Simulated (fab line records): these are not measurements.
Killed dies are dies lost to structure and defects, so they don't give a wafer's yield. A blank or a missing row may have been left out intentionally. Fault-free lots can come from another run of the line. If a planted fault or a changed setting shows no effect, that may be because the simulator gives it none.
Matching of chambers -- flow n5_finfet -- cvd_co-01 running N5_BEOL_M0_CO_CAP_123: 3 sister chambers
The step material Co, precursor CCTBA/H2, target thk 2 nm, time 102.1 s. 22 wafers are shown with their chamber, then 11 later ones without.

== WAFERS, EACH WITH ITS CHAMBER ==
wafer,chamber,heater_power_outer_w (W),heater_power_w (W),susceptor_temp_C (C)
L074.3,0,132,251,200.21
L074.4,2,104,204,200.16
L074.5,0,131,247,199.93
L079.1,1,123,254,199.80
L079.2,2,106,201,200.39
L079.6,2,107,209,199.93
L080.1,0,133,251,199.68
L080.2,2,105,205,200.16
L080.5,1,126,244,199.76
L081.2,0,131,251,199.85
L081.3,1,122,251,200.29
L081.4,2,107,204,199.95
L083.2,2,104,206,199.73
L083.3,0,132,248,199.95
L083.6,2,105,204,200.24
L088.1,0,129,252,200.09
L088.4,0,130,253,200.10
L088.6,1,124,251,199.78
L089.1,0,131,256,199.89
L089.2,1,127,246,200.02
L089.4,2,107,204,200.12
L090.2,0,130,245,200.21

SIGNATURES (averages over the wafers above)
reading,chamber 0,chamber 1,chamber 2,scatter within a chamber
heater_power_outer_w,131.00,124.40,105.62,1.47
heater_power_w,250.44,249.20,204.62,3.17
susceptor_temp_C,199.9900,199.9300,200.0850,0.199
Rule: a wafer's distance from a chamber is the root of the sum, over the readings, of the square of ((its reading less the chamber's mean) divided by the reading's scatter). If the next closest chamber is less than 2 further off than the closest, the wafer can't be placed; otherwise it belongs to the closest. The scatter is the square root of a quotient: the sum, over the shown wafers, of each reading's squared deviation from its chamber's mean, divided by wafers minus chambers.

== WAFERS WITHOUT THEIR CHAMBER ==
wafer,heater_power_outer_w (W),heater_power_w (W),susceptor_temp_C (C)
L090.3,104,200,199.86
L090.5,133,250,200.01
L092.3,105,197,199.98
L092.5,106,201,199.88
L092.6,130,248,200.16
L095.2,132,257,199.87
L095.4,105,203,199.95
L095.6,128,253,199.87
L097.2,129,250,199.88
L097.3,104,204,199.93
L097.5,132,249,199.96

== WHICH CHAMBER EACH ONE RAN IN ==
wafer,from the rows above,in truth
L090.3,2,2
L090.5,0,0
L092.3,2,2
L092.5,2,2
L092.6,0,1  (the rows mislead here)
L095.2,0,0
L095.4,2,2
L095.6,can't be placed: 0 or 1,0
L097.2,can't be placed: 0 or 1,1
L097.3,2,2
L097.5,0,0
8 of 11 placed correctly. Not placeable from these rows: 2 (in 2, the candidates include the true chamber). Wrongly placed: 1.
